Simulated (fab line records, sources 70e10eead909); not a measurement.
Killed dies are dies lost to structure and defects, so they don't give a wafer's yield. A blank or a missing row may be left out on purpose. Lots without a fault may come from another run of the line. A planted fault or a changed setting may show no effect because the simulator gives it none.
Chamber matching | flow nand_harc | NHARC_A_WL_FILL_ALD_10 on ald_hk-04: 4 sister chambers
The step deposits SiO2, target thk 50 nm, pulse time 10 s, ald cycles 500. 8 wafers are shown with their chamber, then 8 later ones without.

WAFERS WITH THEIR CHAMBER
wafer  | chamber | heater_power_w (W) | precursor_pulse_height_rel
L081.5 | 1       | 444                | 0.964
L081.6 | 2       | 454                | 0.974
L082.3 | 1       | 460                | 0.987
L088.6 | 0       | 421                | 1.018
L089.3 | 3       | 454                | 1.008
L089.4 | 2       | 402                | 0.987
L089.6 | 0       | 433                | 0.987
L090.2 | 3       | 453                | 0.998

WAFERS WITHOUT THEIR CHAMBER
wafer  | heater_power_w (W) | precursor_pulse_height_rel
L090.4 | 491                | 0.977
L090.5 | 402                | 0.976
L094.1 | 416                | 1.014
L094.2 | 420                | 0.997
L094.3 | 478                | 0.972
L096.2 | 489                | 1.026
L096.3 | 416                | 1.006
L096.6 | 477                | 0.984

WHICH CHAMBER EACH WENT THROUGH
wafer  | from the rows above               | in truth
L090.4 | can't be placed: 1 or 3 or 2 or 0 | 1
L090.5 | can't be placed: 2 or 0 or 1 or 3 | 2
L094.1 | can't be placed: 0 or 3 or 2      | 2
L094.2 | can't be placed: 0 or 2 or 3 or 1 | 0
L094.3 | can't be placed: 1 or 3 or 2 or 0 | 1
L096.2 | can't be placed: 3 or 0 or 1 or 2 | 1
L096.3 | can't be placed: 0 or 2 or 3      | 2
L096.6 | can't be placed: 1 or 3 or 2 or 0 | 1
Placed correctly: 0 of 8. Can't be placed from these rows: 8 (the true chamber is among the candidates in 8). Placed wrongly: 0.
How it was worked out, from the rows above alone: a wafer's distance from a chamber is the root of the sum, over the readings, of the square of ((its reading less the chamber's mean) divided by the reading's scatter). The wafer belongs to the nearest chamber; if the next one is less than 2 further off, it can't be placed. A chamber's mean is the mean of its shown wafers. The scatter: the root of (the sum of the squares of (reading less its chamber's mean) over the shown wafers, divided by (wafers less chambers)).
